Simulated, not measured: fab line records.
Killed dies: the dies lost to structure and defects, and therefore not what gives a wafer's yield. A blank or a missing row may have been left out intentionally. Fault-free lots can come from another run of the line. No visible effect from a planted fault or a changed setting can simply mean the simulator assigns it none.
fab line records | flow n5Finfet
record lots=4 wafers=12 lastDay=17
route steps=1938 shown BEOL_M8@1390 BEOL_M9@1401 PASSIVATION@1936
lots that met no fault: taken from a fault-free run of the same line
startH: the number of hours between the record's first day and the start of the first shown wafer of the lot | waitH: hours elapsed since this lot's preceding step | " identical to the entry in the row above | L1.1+2: one row covering several wafers at once | - no value present, or no start provided | * or withheld: withheld | < > ~ a bound
route shown NAME@n: a module of which the file shows steps, and the number in the route of the first | usual: average and standard deviation across the fault-free wafers | same: alike in all rows | chamber/n: place in a boat | sites: the reading at each site | _std_site: how widely they spread, as a standard deviation | _edge_site: the outer-site mean with the inner-site mean subtracted | radiusMm: for every site, how far away it sits from the centre of the wafer | mask NAME#n: copy n | behind: tool/chamber where the wafer was last shaped | hold: the reason the lot was held/the length of the hold in hours/how it ended | device: the transistor (n, p or np) that didn't switch | end of line: tests run on the same wafers once the route is complete | step lacking rows: just its recipe | killed: the dies lost at the first sort to structure and to defects; this is not the yield of the wafer | map: dies across one wafer; x = killed, . = not, _ = none there
set.NAME: setting as actually run; set.NAME@STEP: the setting as run at that earlier step | model.NAME: the simulator's own value behind a step, which no gauge read
lots at selected steps of the route; one table per step, one row per wafer
services: when a tool's chamber went out of use (startH, in hours from the record's first day, below 0 if earlier), for how many hours, and the reason
## steps
# step N5_BEOL_M8_SURFACE_TREAT_79
# recipe gas=Ar timeS=* ionEnergyEv=* ionCurrentMaCm2=0.5 pressureMtorr=* arFlowSccm=30
# step N5_BEOL_M8_CVD_78
# recipe material=Co targetThkA=20 tempC=withheld precursor=CCTBA/H2 pressureTorr=30 timeS=142.3
# step N5_BEOL_M8_SPUTTER_48
# recipe material=Cu targetThkA=100 tempC=-20 biasV=60 powerW=26000 chamberPressurePa=0.13 timeS=1.667
# step N5_BEOL_M8_ECD_50
# recipe material=Cu targetThkA=3000
# step N5_BEOL_M8_ANNEAL_51
# recipe tempC=225 timeS=90 ambient=N2
# step N5_BEOL_M8_CMP_52
# recipe stopOn=SiCOH_lowk tOverpolishS=6.9 downForcePsi=1 platenRpm=50 clearingPlatenDownForcePsi=1.5 clearingPlatenRpm=50 postCmpClean=cuAlkaline targetThkNm=80 clearingPlatenPadVelocityMS=0.99484 padVelocityMS=0.99484
# step N5_BEOL_M8_PRE_CLEAN_55
# recipe gas=NH3 timeS=15 tempC=withheld rfPowerW=300
# step N5_BEOL_M8_DEP_56
# recipe material=SiCN targetThkA=100 tempC=withheld precursor=3MS/NH3 pressureTorr=3 rfW=202 timeS=17.5
# step N5_BEOL_M9_ILD_DEP_00
# recipe material=SiCOH_lowk targetThkA=3085.1 tempC=300 precursor=DEMS/porogen pressureTorr=5 rfW=500 timeS=58
# step N5_BEOL_M9_CURE_71
# recipe tempC=385 timeS=240 ambient=He/Ar material=SiCOH_lowk
# usual lampPowerPct=52.32/0.051 runLengthS=286.3/1.2 wafer_temp_C_max=386.6/0.63
# columns lot.wafer tool chamber startH waitH lampPowerPct runLengthS wafer_temp_C_max model.SiCOH_lowk_of_BEOL_M9_ILD_DEP_00.thkNm
L276.2 uvCure-03 1 261.09 0.1 - - - 301.2
L276.3 " 1 " " - - - 307.8
L276.4 " 1 " " - - - 314.6
L277.2 uvCure-03 2 265.69 0.1 - - - 309.8
L277.3 " 2 " " - - - 307.6
L277.4 " 2 " " - - - 315.2
L285.4 uvCure-02 0 313.66 0.3 52.34 286.0 386.1 275.4
L285.5 " 0 " " 52.39 285.5 386.3 270.2
L285.6 " 0 " " 52.32 285.4 386.3 270.4
L289.3 uvCure-03 2 335.81 0.2 52.25 285.9 387.1 264.6
L289.4 " 2 " " 52.27 285.3 386.7 271.2
L289.6 " 2 " " 52.46 285.2 388.0 274.2
# step N5_BEOL_M9_THK_MEAS_01
# recipe reads=SiCOH_lowk_of_BEOL_M9_ILD_DEP_00
# usual M9_ILD_THK=269/3.8
# columns lot.wafer tool chamber startH waitH M9_ILD_THK[nm]
L276.2 filmMetro-01 - 261.52 0.4 301
L276.3 " - " " 308
L276.4 " - " " 315
L277.2 filmMetro-02 - 266.13 0.4 310
L277.3 " - " " 307
L277.4 " - " " 315
L285.4 filmMetro-01 - 313.94 0.2 275
L285.5 " - " " 270
L285.6 " - " " 270
L289.3 filmMetro-01 - 336.16 0.3 264
L289.4 " - " " 271
L289.6 " - " " 274
# step N5_BEOL_M9_PECVD_70
# recipe material=SiO2 targetThkA=200 tempC=400 precursor=TEOS/O2 pressureTorr=5.5 rfW=450 teosFlowSccm=53.8 gas=O2 flowSccm=3000 timeS=22.7
# step N5_BEOL_M9_HM_DEP_02
# recipe material=TiN targetThkA=200 tempC=25 chamberPressurePa=0.49996
# step N5_BEOL_M9_COAT_59
# recipe resist=SOC tempC=250 timeS=60 spinRpm=1500 resistThkNm=100
# step N5_BEOL_M9_COAT_60
# recipe resist=SiARC tempC=220 timeS=60 spinRpm=1500 resistThkNm=30
# step N5_BEOL_M9_COAT_05
# recipe resist=CAR-ArF spinRpm=1500 resistThkNm=90
# step N5_BEOL_M9_EBR_07
# recipe solvent=PGMEA ebrWidthMm=1.5
# step N5_BEOL_M9_SOFTBAKE_06
# recipe tempC=110 timeS=60 resist=CAR-ArF
# step N5_BEOL_M9_EXPOSE_08
# recipe maskId=M9 na=1.35 sourceShape=dipole sigmaInner=0.411 sigmaOuter=0.611 polarization=te doseMj=53.75
# step N5_BEOL_M9_PEB_09
# recipe pebTempC=withheld pebTimeS=60 resist=CAR-ArF
# step N5_BEOL_M9_DEVELOP_10
# recipe developTimeS=30 developer=TMAH resist=CAR-ArF rinseLiquid=diw dry=airSpin devTempC=23
# step N5_BEOL_M9_DESCUM_16
# recipe chemistry=O2 timeS=7.9 sourcePowerW=50 biasPowerW=20 pressureMtorr=20 rfFrequencyHz=2.712e+07 tempC=40 resist=CAR-ArF o2FlowSccm=225
# step N5_BEOL_M9_ETCH_61
# recipe chemistry=CF4 target=SiARC targetDepthA=390 maskMaterial=CAR-ArF timeS=65 ionEnergyEv=80 pressureMtorr=40 sourceW=545 biasW=36 Ar_flow_sccm=100 cf4FlowSccm=100 ends=cleared
# step N5_BEOL_M9_ETCH_62
# recipe chemistry=N2/H2 target=SOC targetDepthA=1100 overetchA=220 maskMaterial=SiARC tempC=40 timeS=165 ionEnergyEv=200 pressureMtorr=30 sourceW=840 biasW=150 n2FlowSccm=200 h2FlowSccm=200
# step N5_BEOL_M9_STRIP_68
# recipe chemistry=N2/H2 tempC=40 n2FlowSccm=200 h2FlowSccm=200 rfFrequencyHz=6e+07
# step N5_BEOL_M9_STRIP_67
# recipe chemistry=CF4 resist=SiARC powerW=300 biasPowerW=75 pressureMtorr=50 cf4FlowSccm=150 rfFrequencyHz=6e+07
# step N5_BEOL_M9_HM_OPEN_17
# recipe chemistry=Cl2/BCl3 targetDepthA=200 overetchA=60 target=TiN maskMaterial=SOC ionEnergyEv=150 pressureMtorr=10 icpW=1000 biasW=126 Cl2_flow_sccm=53.25 bcl3FlowSccm=21.75 Ar_flow_sccm=25
# step N5_BEOL_M9_STRIP_19
# recipe chemistry=O2 powerW=400 tempC=40 pressureMtorr=30 rfFrequencyHz=6e+07 biasPowerW=0 overashFraction=0.2 o2FlowSccm=225
# step N5_BEOL_M9_COAT_63
# recipe resist=SOC tempC=250 timeS=60 spinRpm=1500 resistThkNm=60
# step N5_BEOL_M9_COAT_64
# recipe resist=SiARC tempC=220 timeS=60 spinRpm=1500 resistThkNm=12
# step N5_BEOL_M9_COAT_75
# recipe resist=underlayer tempC=205 timeS=60 spinRpm=1500 resistThkNm=5
# step N5_BEOL_M9_COAT_22
# recipe resist=CAR-EUV spinRpm=1500 resistThkNm=30
# step N5_BEOL_M9_EBR_24
# recipe solvent=PGMEA ebrWidthMm=1.5
# step N5_BEOL_M9_SOFTBAKE_23
# recipe tempC=110 timeS=60 resist=CAR-EUV
# step N5_BEOL_M9_EXPOSE_25
# recipe maskId=V8 na=0.33 sourceShape=annular sigmaInner=0.4 sigmaOuter=0.8 polarization=unpolarized doseMj=37.25
# step N5_BEOL_M9_CMP_52
# recipe stopOn=SiCOH_lowk tOverpolishS=7 downForcePsi=1 platenRpm=50 clearingPlatenDownForcePsi=1.5 clearingPlatenRpm=50 postCmpClean=cuAlkaline targetThkNm=140 clearingPlatenPadVelocityMS=0.99484 padVelocityMS=0.99484
# usual clearingPlatenRpm=50.002/0.024 motorCurrentA=6.1/0.66
# columns lot.wafer tool chamber startH waitH clearingPlatenRpm motorCurrentA model.SiCOH_lowk_of_BEOL_M9_ILD_DEP_00.thkNm
L276.4 cmp-04 1 268.66 0.2 49.994 6.9 311.6
L276.3 " 2 " " 50.003 5.1 304.8
L276.2 " 3 " " 50.067 6.3 298.2
L277.3 cmp-03 0 271.01 0.4 50.010 5.6 304.6
L277.2 " 2 " " 49.984 5.8 306.8
L277.4 " 3 " " 49.974 5.6 312.2
L285.4 cmp-04 1 321.21 0.1 50.012 7.2 272.4
L285.5 " 1 " " 50.003 6.9 267.2
L285.6 " 2 " " 50.035 5.0 267.4
L289.4 cmp-03 0 341.37 0.2 49.979 5.5 268.2
L289.3 " 1 " " 49.994 7.0 261.6
L289.6 " 3 " " 50.044 5.6 271.2
# step N5_PASSIVATION_PROBE_49
# usual defectLimitedYield=91.3/1.4 killed_at_M0_to_M3=33/9.9 killed_at_M4_up=15/5.6 killedAtContacts=13/5.7 killedAtFrontEnd=38/12 killedAtOther=4/3.1 killedDies=103/17 killedOpen=66/13 killedShort=32/7.8 sort_bin_4_leakage=0.02/0.16 sort_bin_5_function=5.1/0.95 sort_bin_6_memory=3.2/0.68 sortNPass=1077/17 sortYieldPct=91.3/1.5
# same grossDies=1180 killedAtBackSide=0 sort_bin_8_speed[%]=0
# columns lot.wafer tool chamber startH waitH defectLimitedYield[%] killed_at_M0_to_M3 killed_at_M4_up killedAtContacts killedAtFrontEnd killedAtOther killedDies killedOpen killedShort sort_bin_4_leakage[%] sort_bin_5_function[%] sort_bin_6_memory[%] sortNPass sortYieldPct[%]
L277.2 prober-01 - 335.23 0.1 92.4 26 7 12 36 9 90 49 29 0 3.4 3.1 1090 92.4
L277.3 prober-01 - 335.28 0.1 90.9 30 23 10 37 7 107 68 36 0 5.0 3.7 1073 90.9
L277.4 prober-01 - 335.33 0.2 91.9 33 8 10 40 4 95 50 44 0 5.1 2.8 1085 91.9
L289.3 prober-02 - 400.05 0.1 90.1 29 11 22 40 15 117 71 42 0 5.5 3.7 1063 90.1
L289.4 prober-02 - 400.10 0.2 91.3 27 15 21 37 3 103 71 27 0 4.7 3.7 1077 91.3
L289.6 prober-02 - 400.20 0.3 92.1 35 16 15 22 5 93 65 24 0 4.2 3.4 1087 92.1
# killed by level:class
L277.2 MOL_CONTACT_COAG:geometricParticle:open=9 HKMG_FIN:areaEtch=7 BEOL_M0_SAQP:geometricParticle:short=6 FIN_SAQP:geometricParticle:open=5 STI_FIN_REVEAL:geometricParticle:open=5 BEOL_M1:geometricParticle:open=5 STARTING-WAFER:geometricParticle:short=4 BEOL_M2:geometricParticle:open=4
L277.3 BEOL_M4:geometricParticle:open=13 FIN_SAQP:geometricParticle:short=10 FIN_SAQP:geometricParticle:open=8 BEOL_M0_SAQP:geometricParticle:open=8 MOL_CONTACT_COAG:geometricParticle:open=7 STI_FIN_REVEAL:geometricParticle:open=6 BEOL_M0_SAQP:geometricParticle:short=5 BEOL_M1:geometricParticle:open=5
L277.4 BEOL_M1:geometricParticle:open=11 GATE_CUT:geometricParticle:short=9 FIN_SAQP:geometricParticle:short=8 BEOL_M0_SAQP:geometricParticle:short=8 MOL_CONTACT_COAG:geometricParticle:open=7 BEOL_M3:geometricParticle:open=7 STI_FIN_REVEAL:geometricParticle:open=6 STARTING-WAFER:geometricParticle:short=5
L289.3 MOL_CONTACT_COAG:geometricParticle:open=13 GATE_CUT:geometricParticle:short=8 BEOL_M0_SAQP:geometricParticle:short=8 MOL_CONTACT_COAG:geometricParticle:short=7 BEOL_M0_SAQP:geometricParticle:open=7 DUMMY_GATE:geometricParticle:open=6 FIN_SAQP:geometricParticle:short=5 STI_FIN_REVEAL:geometricParticle:open=5
L289.4 MOL_CONTACT_COAG:geometricParticle:open=18 FIN_SAQP:geometricParticle:open=10 STI_FIN_REVEAL:geometricParticle:open=10 BEOL_M0_SAQP:geometricParticle:short=8 BEOL_M0_SAQP:geometricParticle:open=8 BEOL_M4:geometricParticle:open=4 FIN_SAQP:geometricParticle:short=3 ILD0:geometricParticle:short=3
L289.6 BEOL_M3:geometricParticle:open=13 MOL_CONTACT_COAG:geometricParticle:open=13 BEOL_M0_SAQP:geometricParticle:open=6 GATE_CUT:geometricParticle:short=5 BEOL_M0_SAQP:geometricParticle:short=4 BEOL_M3:geometricParticle:short=4 BEOL_M4:geometricParticle:open=4 BEOL_M5:geometricParticle:open=4
## services
# columns tool chamber startH hours kind
uvCure-03 - 245.83 0.7 repair
uvCure-02 - 251.43 5.2 repair
cmp-04 - 261.59 0.5 repair
uvCure-03 - 266.58 0.9 repair
cmp-04 - 281.53 0.5 repair
cmp-03 - 296.81 5.0 repair
cmp-03 - 304.61 1.0 repair
## key
firstSign step=N5_BEOL_M9_CURE_71 reading=toolRecord direction=missing
effect step=N5_BEOL_M9_THK_MEAS_01 reading=M9_ILD_THK direction=up sigmas=11 usual=269 struck=309
modelEffect step=N5_BEOL_M9_CURE_71 value=SiCOH_lowk_of_BEOL_M9_ILD_DEP_00.thkNm without=268.8 struck=309.4
modelEffect step=N5_BEOL_M9_CMP_52 value=SiCOH_lowk_of_BEOL_M9_ILD_DEP_00.thkNm without=265.8 struck=306.4
metAt N5_BEOL_M9_CURE_71
struckWafers L276.2,L276.3,L276.4,L277.2,L277.3,L277.4
fault kind=skippedStepWhole tool=uvCure-03 chamber=- onsetH=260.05 steps=N5_BEOL_M9_CURE_71 scope=struckLotsOnly
